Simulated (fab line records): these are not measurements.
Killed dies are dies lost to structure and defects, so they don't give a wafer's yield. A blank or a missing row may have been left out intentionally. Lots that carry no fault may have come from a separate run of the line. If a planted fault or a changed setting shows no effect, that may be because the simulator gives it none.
fab line records    flow nand-harc
[record] lots = 13  wafers = 36  last-day = 33
route steps=1302 shown A_CHANNEL_HOLE_D2@593 A_CHANNEL_FILL_D2@614 END@1302
lots with no fault: from the same line, run without faults
start-h: the number of hours between the record's first day and the start of the first shown wafer of the lot    wait-h: hours from the lot's prior step to this one    " as in the row above    L1.1+2: one row covering several wafers at once    - either no value or no given start    * or withheld: withheld    < > ~ a bound
route shown NAME@n: NAME is a module with steps in the file, n the number in the route of the first one    usual: average and standard deviation across the fault-free wafers    same: alike in all rows    chamber/n: place in a boat    sites: each site's reading    _std_site: their standard deviation    _edge_site: outer sites' mean less inner sites'    radius-mm: for every site, how far away it sits from the centre of the wafer    mask NAME#n: copy n    behind: tool/chamber where the wafer was last shaped    hold: reason for holding the lot/hours on hold/outcome of the hold    device: which transistor (n, p or np) failed to switch    end of line: at the end of the route, the tests of the same wafers    step lacking rows: just its recipe    killed: not the wafer's yield, but the dies lost to structure and defects at the first sort    map: the dies of a wafer, with x for killed, . for not killed, _ for no die there
set.NAME: the setting the step ran with; set.NAME@STEP: the setting that earlier step ran with    model.NAME: the simulator's own value behind a step, which no gauge read
the route's steps for a sample of lots (tables are steps, rows are wafers)
services: a tool's chamber out of use, with start hour (start-h, from the record's first day; less than 0 if before it), hours out, and reason
[[steps]]
[step NHARC_A_CHANNEL_HOLE_D2_ETCH_21]
[recipe] bias-v = 3000  source-w = withheld  pressure-mtorr = 20  time-s = 514.3  ar-flow-sccm = 375  c4f8-flow-sccm = 89.3  o2-flow-sccm = 35.7  temp-c = -20  target-depth-a = 16000  chemistry = C4F8/O2/Ar
[usual] c4f8-flow-sccm = 89.29/0.26  drypump-motor-current-A = 5.43/0.18  showerhead-plenum-p-Torr = 3.66/0.1  throttle-valve-pct = 32.156/0.0092
lot.wafer  tool         chamber  start-h  wait-h  c4f8-flow-sccm  drypump-motor-current-A  rf-hours-counter-h  showerhead-plenum-p-Torr  throttle-valve-pct
L637.3     har-etch-02  0        287.86   0.3     89.12           5.25                     -                   3.57                      32.153
L637.5     "            0        "        "       89.22           5.24                     -                   3.57                      32.158
L637.6     "            1        "        "       89.06           5.26                     -                   3.74                      32.160
L639.1     har-etch-02  0        313.13   0.3     89.57           5.26                     374                 3.56                      32.172
L639.3     "            0        "        "       89.81           5.34                     -                   3.56                      32.152
L639.6     "            0        "        "       89.48           5.25                     -                   3.56                      32.160
L641.2     har-etch-02  1        331.82   0.3     89.26           5.26                     370                 3.73                      32.167
L641.4     "            1        "        "       89.43           5.26                     -                   3.73                      32.149
L641.5     "            1        "        "       89.52           5.26                     -                   3.73                      32.159
L640.1     har-etch-01  0        332.68   0.3     89.60           5.73                     172                 3.69                      32.150
L640.6     "            1        "        "       89.35           5.43                     -                   3.60                      32.149
L640.5     "            0        "        "       89.45           5.71                     -                   3.69                      32.158
L646.3     har-etch-01  0        394.66   0.3     89.17           5.71                     -                   3.67                      32.152
L646.6     "            1        "        "       89.80           5.39                     -                   3.59                      32.164
L646.5     "            0        "        "       89.51           5.72                     -                   3.67                      32.156
L647.2     har-etch-01  0        398.59   0.3     89.36           5.70                     211                 3.67                      32.161
L647.3     "            0        "        "       89.35           5.72                     -                   3.67                      32.152
L647.6     "            1        "        "       89.08           5.44                     -                   3.58                      32.154
L649.1     har-etch-01  1        410.75   0.3     88.82           5.40                     222                 3.58                      32.154
L649.2     "            0        "        "       89.33           5.71                     222                 3.66                      32.154
L649.6     "            1        "        "       89.08           5.42                     -                   3.58                      32.164
L651.2     har-etch-01  0        436.33   0.3     89.47           5.71                     230                 3.66                      32.158
L651.1     "            1        "        "       89.14           5.42                     230                 3.57                      32.147
L650.1     har-etch-02  0        437.90   0.3     89.51           5.28                     27                  3.92                      32.158
L650.3     "            1        "        "       89.71           5.29                     -                   3.69                      32.157
L652.2     har-etch-01  1        449.69   0.3     89.25           5.42                     241                 3.57                      32.146
L652.3     "            0        "        "       89.76           5.71                     -                   3.65                      32.164
L659.1     har-etch-01  1        504.55   0.3     89.07           5.41                     272                 3.55                      32.151
L659.4     "            1        "        "       89.12           5.41                     -                   3.55                      32.156
L659.5     "            0        "        "       89.24           5.68                     -                   3.63                      32.151
L658.2     har-etch-02  0        505.47   0.3     89.28           5.23                     69                  3.89                      32.160
L658.4     "            1        "        "       89.26           5.27                     -                   3.67                      32.169
L658.5     "            1        "        "       89.13           5.28                     -                   3.67                      32.159
L660.2     har-etch-01  1        529.62   0.3     89.59           5.40                     287                 3.54                      32.141
L660.3     "            0        "        "       89.63           5.68                     -                   3.63                      32.163
L660.6     "            1        "        "       89.30           5.40                     -                   3.54                      32.163
[step NHARC_A_CHANNEL_HOLE_D2_CD_MEAS_31]
[usual] cd-nm = 89.8/1.9
lot.wafer  tool       chamber  start-h  wait-h  cd-nm
L637.3     cd-sem-02  -        292.80   -       90.1
L637.5     "          -        "        "       91.8
L637.6     "          -        "        "       91.4
L639.1     cd-sem-03  -        318.16   -       91.3
L639.3     "          -        "        "       89.7
L639.6     "          -        "        "       91.8
L641.2     cd-sem-03  -        336.88   0.1     90.9
L641.4     "          -        "        "       88.5
L641.5     "          -        "        "       91.4
L640.1     cd-sem-01  -        337.90   0.1     89.5
L640.5     "          -        "        "       88.2
L640.6     "          -        "        "       89.2
L646.3     cd-sem-01  -        399.53   -       93.8
L646.5     "          -        "        "       86.0
L646.6     "          -        "        "       91.4
L647.2     cd-sem-01  -        403.70   -       91.6
L647.3     "          -        "        "       91.0
L647.6     "          -        "        "       87.3
L649.1     cd-sem-03  -        415.86   -       88.2
L649.2     "          -        "        "       88.4
L649.6     "          -        "        "       88.7
L651.1     cd-sem-03  -        441.42   -       90.7
L651.2     "          -        "        "       91.3
L650.1     cd-sem-01  -        443.00   -       90.8
L650.3     "          -        "        "       88.7
L652.2     cd-sem-02  -        454.79   -       89.1
L652.3     "          -        "        "       91.4
L659.1     cd-sem-01  -        509.56   -       92.6
L659.4     "          -        "        "       90.0
L659.5     "          -        "        "       91.0
L658.2     cd-sem-02  -        510.48   -       94.5
L658.4     "          -        "        "       89.9
L658.5     "          -        "        "       92.5
L660.2     cd-sem-02  -        534.72   -       89.8
L660.3     "          -        "        "       88.6
L660.6     "          -        "        "       88.3
[step NHARC_A_CHANNEL_FILL_D2_ALD_14]
[recipe] target-thk-a = 25  pulse-time-s = 10  ald-cycles = 25  temp-c = 300  material = SiO2
[usual] heater-power-w = 455/42  precursor-pulse-height-rel = 1.001/0.021
lot.wafer  tool       chamber  start-h  wait-h  heater-power-w  precursor-pulse-height-rel
L637.3     ald-hk-02  3        300.89   0.7     520             0.993
L637.6     "          1        "        "       473             0.997
L637.5     "          2        "        "       418             1.012
L639.1     ald-hk-04  0        325.55   0.0     485             1.030
L639.3     "          2        "        "       472             0.991
L639.6     "          0        "        "       486             1.003
L640.1     ald-hk-04  2        344.83   0.1     469             1.043
L640.5     "          0        "        "       471             1.033
L640.6     "          1        "        "       424             0.986
L641.4     ald-hk-04  0        344.98   0.3     494             1.001
L641.2     "          1        "        "       419             0.961
L641.5     "          1        "        "       417             1.017
L646.3     ald-hk-04  0        406.99   0.1     481             1.001
L646.5     "          2        "        "       474             0.936
L646.6     "          3        "        "       423             1.012
L647.2     ald-hk-01  2        411.09   0.1     413             0.985
L647.3     "          3        "        "       413             1.026
L647.6     "          0        "        "       465             1.000
L649.2     ald-hk-02  1        423.30   0.1     500             1.022
L649.1     "          2        "        "       416             1.015
L649.6     "          0        "        "       514             1.013
L650.3     ald-hk-02  1        448.88   0.1     512             0.960
L650.1     "          2        "        "       433             0.998
L651.2     ald-hk-04  3        448.89   0.1     404             1.017
L651.1     "          1        "        "       427             1.014
L652.2     ald-hk-01  0        462.29   0.1     459             0.995
L652.3     "          1        "        "       392             1.009
L658.4     ald-hk-02  0        516.98   0.0     520             0.986
L658.2     "          2        "        "       436             1.016
L658.5     "          0        "        "       520             0.979
L659.4     ald-hk-01  2        517.02   0.1     413             0.989
L659.1     "          3        "        "       424             0.993
L659.5     "          2        "        "       406             0.985
L660.3     ald-hk-02  1        542.44   0.0     511             1.025
L660.2     "          2        "        "       401             1.031
L660.6     "          2        "        "       393             1.036
[step NHARC_A_CHANNEL_FILL_D2_ETCHBACK_08]
[recipe] target-depth-a = 2200  time-s = 110  c4f8-flow-sccm = 20  ar-flow-sccm = withheld  rf-w = 600  bias-w = 300  chemistry = C4F8
[usual] oes-product-au = 0.96/0.039  rf-fwd-power-W = 596.6/1.9  rf-vpp-V = 440.6/2.9  run-length-s = 131.3/0.36
lot.wafer  tool         chamber  start-h  wait-h  oes-product-au  rf-fwd-power-W  rf-hours-counter-h  rf-vpp-V  run-length-s
L637.3     rie-diel-08  2        335.72   -       1.02            594.2           4                   444.0     131.4
L637.5     "            0        "        "       0.98            597.7           -                   441.5     131.4
L637.6     "            1        "        "       0.99            597.2           -                   442.1     131.8
L639.3     rie-diel-08  1        360.28   -       0.92            594.4           5                   442.3     131.5
L639.1     "            2        "        "       0.93            597.7           5                   444.8     131.3
L639.6     "            1        "        "       0.93            594.6           -                   443.6     131.4
L641.4     rie-diel-05  3        380.55   -       0.93            597.5           4                   445.3     131.3
L641.2     "            1        "        "       0.92            595.7           3                   440.0     131.3
L641.5     "            0        "        "       0.96            593.3           -                   437.9     131.4
L640.1     rie-diel-13  3        380.62   -       1.01            593.6           6                   438.1     131.9
L640.5     "            1        "        "       1.01            598.7           -                   438.0     132.0
L640.6     "            2        "        "       0.98            598.4           -                   438.9     131.6
L647.3     rie-diel-13  1        442.62   -       1.00            598.2           14                  436.0     131.4
L647.2     "            0        "        "       1.02            598.2           15                  436.2     131.0
L647.6     "            2        "        "       0.91            597.3           -                   436.4     131.4
L646.3     rie-diel-05  0        442.67   -       0.98            597.2           1                   437.1     131.3
L646.5     "            2        "        "       0.99            595.6           -                   439.6     130.6
L646.6     "            3        "        "       0.98            596.6           -                   444.6     131.7
L649.2     rie-diel-08  3        458.04   -       0.94            600.4           1                   437.9     130.7
L649.1     "            2        "        "       0.91            595.1           1                   443.0     131.5
L649.6     "            0        "        "       0.93            595.5           -                   442.1     131.0
L651.2     rie-diel-05  3        483.40   -       1.01            596.0           2                   444.9     137.9
L651.1     "            0        "        "       1.03            594.2           2                   437.5     131.3
L650.1     rie-diel-05  0        487.02   -       1.03            594.9           3                   439.3     131.8
L650.3     "            1        "        "       0.98            598.9           2                   442.3     137.9
L652.3     rie-diel-05  1        496.68   -       0.91            596.8           2                   441.0     137.1
L652.2     "            2        "        "       0.94            598.3           3                   440.3     137.7
L658.4     rie-diel-05  0        552.81   -       1.02            595.9           3                   437.2     131.3
L658.2     "            1        "        "       0.96            596.1           3                   441.4     130.9
L658.5     "            1        "        "       0.97            600.0           -                   441.9     131.0
L659.1     rie-diel-05  1        552.91   -       0.91            597.1           3                   440.7     131.1
L659.4     "            2        "        "       0.95            596.4           4                   439.9     131.0
L659.5     "            1        "        "       0.91            594.4           -                   441.6     130.9
L660.3     rie-diel-08  1        578.36   -       0.90            596.4           1                   443.3     131.5
L660.2     "            2        "        "       0.93            597.0           1                   445.0     131.7
L660.6     "            1        "        "       0.91            597.9           -                   442.9     131.6
[step NHARC_END_SORT_01]
[recipe] temp-c = 25
[usual] killed-at-array = 52/18  killed-at-other = 1.0/1.4  killed-at-periphery = 3.1/2.3  killed-dies = 56/17  killed-open = 3.0/1.7  killed-short = 2.5/1.7
[same] gross-dies = 677
lot.wafer  tool       chamber  start-h  wait-h  killed-at-array  killed-at-other  killed-at-periphery  killed-dies  killed-open  killed-short
L651.2     prober-01  0        684.39   2.8     59               1                4                    64           1            2
L652.2     prober-02  0        710.64   2.7     74               2                3                    79           2            1
L652.3     prober-02  0        711.43   3.1     60               0                1                    61           3            2
// killed by level:class
L651.2 A_CHANNEL_HOLE_D1:chamber-film-flake=22 A_CHANNEL_HOLE_D2:chamber-film-flake=21 A_CONTACT:chamber-film-flake=5 A_ZERO_WELL:chamber-film-flake=3 A_CHANNEL_FILL_D1:chamber-film-flake=2 A_STAIRCASE:chamber-film-flake=2 P_CONTACT:geometric-particle:open=1 A_CHANNEL_FILL_D1:geometric-particle:short=1
L652.2 A_SLIT:chamber-film-flake=26 A_CHANNEL_HOLE_D1:chamber-film-flake=25 A_CHANNEL_HOLE_D2:chamber-film-flake=17 P_M2:chamber-film-flake=2 P_M0:geometric-particle:open=1 A_ONON_D2:geometric-particle:open=1 A_SGD_CUT:geometric-particle:short=1 A_ZERO_WELL:chamber-film-flake=1
L652.3 A_CHANNEL_HOLE_D1:chamber-film-flake=21 A_SLIT:chamber-film-flake=20 A_CHANNEL_HOLE_D2:chamber-film-flake=10 A_WL_FILL:chamber-film-flake=4 P_M0:geometric-particle:open=1 A_DECK1_JOINT:geometric-particle:open=1 A_SGD_CUT:geometric-particle:open=1 A_SGD_CUT:geometric-particle:short=1
[[services]]
tool         chamber  start-h  hours  kind
rie-diel-08  2        292.48   4.4    repair
rie-diel-05  2        292.98   7.7    repair
rie-diel-05  1        295.27   3.9    repair
ald-hk-01    -        300.83   10.0   pm
rie-diel-13  -        342.01   9.0    pm
rie-diel-08  -        346.28   3.4    repair
ald-hk-02    -        351.38   10.0   pm
rie-diel-08  0        367.47   8.9    repair
rie-diel-08  -        367.80   9.0    pm
rie-diel-13  2        370.28   3.4    repair
har-etch-02  -        379.55   17.0   pm
rie-diel-05  1        406.30   20.9   repair
rie-diel-05  -        406.63   9.0    pm
rie-diel-13  2        422.74   18.8   repair
rie-diel-13  1        432.29   1.7    repair
ald-hk-04    -        433.47   10.0   pm
rie-diel-05  -        457.52   1.5    repair
rie-diel-13  2        462.56   6.2    repair
rie-diel-13  3        487.99   21.8   repair
rie-diel-05  -        503.81   0.2    repair
ald-hk-02    -        530.86   10.0   pm
rie-diel-08  0        534.50   1.5    repair
har-etch-02  -        540.37   7.6    repair
rie-diel-08  -        544.80   9.0    pm
[[key]]
[first-sign] step = NHARC_A_CHANNEL_FILL_D2_ETCHBACK_08  reading = run-length-s  direction = up  sigmas = 18  usual = *  struck = *
effect none on later readings
met-at NHARC_A_CHANNEL_FILL_D2_ETCHBACK_08
struck-lots L650,L651,L652
struck-wafers L650.3,L651.2,L652.2,L652.3
tester-left-out L650,L651,L652
not-acting-at NHARC_A_CHANNEL_HOLE_D2_ETCH_21,NHARC_A_CHANNEL_HOLE_D2_CD_MEAS_31,NHARC_A_CHANNEL_FILL_D2_ALD_14
onset-between 442.67 483.40
[fault] kind = process-parameter-drift  tool = rie-diel-05  chamber = -  onset-h = 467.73  steps = NHARC_A_CHANNEL_FILL_D2_ETCHBACK_08  channel = time-s  offset = *  shape = step  end-h = 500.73  scope = struck-wafers-only  acts-in = *  stated = *
// tester-left-out: of these lots the tester's yield and bins aren't shown, on N5 and GAA mostly nor the transistor test; their killed dies are dies lost to structure and defects alone, not to doping, threshold or leakage, so they don't give the yield
